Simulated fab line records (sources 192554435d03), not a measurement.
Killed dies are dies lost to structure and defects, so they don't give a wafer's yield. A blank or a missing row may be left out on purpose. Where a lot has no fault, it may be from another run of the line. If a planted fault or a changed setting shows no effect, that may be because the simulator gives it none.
A lot that was struck, set against a sound lot	flow n5_finfet	44 steps out of a route of 1938
Sound: the wafers L435.1, L435.3, L435.5. Wafers L417.2, L417.3, L417.5 were the ones struck. Last of all comes the cause.
At each step with rows: each side's tool, then ch and its chambers, then its first start. Under that, the readings that differ: sound wafers	struck wafers	difference of the means	sigmas: that difference in standard deviations of wafers without a fault.
alike: readings whose means differ by less than 2 such deviations, and words and numbers that are the same on both sides. not compared: withheld readings, readings that some wafer has no value for, bounds like >300 that may hide the same value, and numbers for which the record gives no deviation and whose values overlap.
A row with sigmas, a row that says differs or no value, or rows on one side alone: a step with any of these is where the two part. Numbers that have no deviation but don't overlap get no sigmas and don't part them. A reading missing from all wafers of one side parts the sides only when that side holds two or more wafers.

first, 11 steps without rows for these wafers: N5_BEOL_M4_DESCUM_33 (chemistry O2, time 7 s); N5_BEOL_M4_ETCH_77 (etches underlayer in N2/H2, target depth 6.5 nm, time 5.2 s); N5_BEOL_M4_ETCH_69 (etches SiARC in CF4, target depth 15.6 nm, time 26 s); N5_BEOL_M4_ALD_98 (deposits SiO2, target thk 2.5 nm, pulse time 1 s, co reactant pulse time 1 s); N5_BEOL_M4_ETCHBACK_99 (etches SiO2 in CHF3, target depth 5 nm, time 10.4 s); N5_BEOL_M4_ETCH_70 (etches SOC in N2/H2, target depth 80 nm, overetch 24 nm, time 130 s); N5_BEOL_M4_STRIP_71 (strips in N2/H2); N5_BEOL_M4_STRIP_78 (strips in N2/H2); N5_BEOL_M4_VIA_ETCH_34 (etches the open film in C4F6/O2, target depth 69.4 nm, time 65.9 s); N5_BEOL_M4_STRIP_83 (strips in C4F6/O2); N5_BEOL_M4_STRIP_36 (strips in N2/H2).
N5_BEOL_M4_TRENCH_ETCH_37: etches SiOC in C4F6/O2, target depth 55.555 nm, time 29.2 s.
  sound on rie_diel-01 ch 0,2,3, day 13 23:47; struck on rie_diel-02 ch 0,2,3, day 9 10:17
reading	sound	struck	difference	sigmas
rf_fwd_power_W (W)	348.0 348.8 348.2	265.8 265.2 264.8	-83.1	-46
rf_vpp_V (V)	677 657 654	755 780 775	+107	+10
model.BEOL_M4.feature_depth_nm (nm)	54 53.8 56	50.8 50.4 50.2	-4.1	
model.etch.depth_nm (nm)	53.96 53.87 56.05	50.81 50.35 50.24	-4.16	
  alike: bias_w, drypump_motor_current_A, mfc_ar_sccm, oes_product_au, showerhead_plenum_p_Torr, throttle_valve_pct
  not compared: rf_hours_counter_h
then, 2 steps without rows for these wafers: N5_BEOL_M4_ETCH_41 (etches SiCN in CH3F/O2, target depth 29.9 nm, time 52.5 s); N5_BEOL_M4_STRIP_97 (strips in N2/H2, time 10 s).
N5_BEOL_M4_OCD_MEAS_38:
  struck on ocd-02, day 9 10:26; sound on ocd-01, day 13 23:56
reading	sound	struck	difference	sigmas
trench_depth_nm (nm)	54.5 53.7 56.0	50.3 50.0 49.7	-4.7	-4
then, 25 steps without rows for these wafers: N5_BEOL_M4_HM_STRIP_39 (strips TiN in peroxide tin strip, target depth 25 nm, time 158 s); N5_BEOL_M4_SRD_40 (time 30 s); N5_BEOL_M4_PRECLEAN_42 (cleans in residue remover, time 60 s); N5_BEOL_M4_SRD_43 (time 30 s); N5_BEOL_M4_DEGAS_44 (time 60 s); N5_BEOL_M4_PRE_CLEAN_45 (time 30 s); N5_BEOL_M4_ALD_84 (deposits TaN, pulse time 2 s, purge time 3 s, co reactant purge time 2 s); N5_BEOL_M4_SURFACE_TREAT_85; N5_BEOL_M4_CVD_47 (deposits Co from CCTBA/H2, target thk 3 nm, time 223.8 s); N5_BEOL_M4_SPUTTER_48 (material Cu, target thk 4.5 nm, time 8.29 s); N5_BEOL_M4_ANNEAL_49 (time 240 s); N5_BEOL_M4_SPUTTER_79 (material Cu, target thk 4.5 nm, time 8.29 s); N5_BEOL_M4_ANNEAL_80 (time 240 s); N5_BEOL_M4_SPUTTER_81 (material Cu, target thk 4.5 nm, time 8.29 s); N5_BEOL_M4_ANNEAL_82 (time 240 s); N5_BEOL_M4_SPUTTER_86 (material Cu, target thk 4.5 nm, time 8.29 s); N5_BEOL_M4_ANNEAL_87 (time 240 s); N5_BEOL_M4_SPUTTER_88 (material Cu, target thk 4.5 nm, time 8.29 s); N5_BEOL_M4_ANNEAL_89 (time 240 s); N5_BEOL_M4_SPUTTER_90 (material Cu, target thk 4.5 nm, time 8.29 s); N5_BEOL_M4_ANNEAL_91 (time 240 s); N5_BEOL_M4_SPUTTER_92 (material Cu, target thk 4.5 nm, time 8.29 s); N5_BEOL_M4_ANNEAL_93 (time 240 s); N5_BEOL_M4_SPUTTER_94 (material Cu, target thk 4.5 nm, time 8.29 s); N5_BEOL_M4_ANNEAL_95 (time 240 s).
N5_BEOL_M4_CMP_52: polishes, stops on SiOC, t overpolish 6.8 s, target thk 40 nm.
  sound on cmp-03 ch 0,2,3, day 14 03:44; struck on cmp-02 ch 0,2,3, day 9 14:02
reading	sound	struck	difference	sigmas
model.Cu_of_BEOL_M4_ECD_50.thk_nm (nm)	38.8 37.2 39.6	36.4 35.2 34.8	-3.1	
  alike: barrier_field_endpoint_s, motor_current_A, overpolish_run_s, retaining_ring_pressure_frac, time_to_endpoint_s
N5_BEOL_M4_THK_MEAS_53: measures by xrf.
  struck on film_metro-01, day 9 14:20; sound on film_metro-02, day 14 03:58
  alike: M4_THK
N5_BEOL_M4_RS_MEAS_58: the measuring method here is four-point-probe.
  struck on film_metro-01, day 9 15:00; sound on film_metro-01, day 14 04:15
reading	sound	struck	difference	sigmas
M4_RS (ohm/sq)	0.69 0.74 0.68	0.75 0.79 0.80	+0.08	+2
N5_BEOL_M4_RC_MEAS_101:
  sound on prober-01 ch 0, day 14 04:18; struck on prober-02 ch 0, day 9 15:13
  alike: DIBL_N, DIBL_P, IOFF_N, IOFF_P, ION_N, ION_P, SS_N, SS_P, VT_N, VT_P

== WHERE THEY PART ==
Earliest at N5_BEOL_M4_TRENCH_ETCH_37; latest, in this record, at N5_BEOL_M4_RS_MEAS_58. Later steps at which nothing parts them and some readings are alike: N5_BEOL_M4_RC_MEAS_101.

WHY: what the simulator had put in
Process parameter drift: rie_diel-02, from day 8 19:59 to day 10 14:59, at N5_BEOL_M4_TRENCH_ETCH_37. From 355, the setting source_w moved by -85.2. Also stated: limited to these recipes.
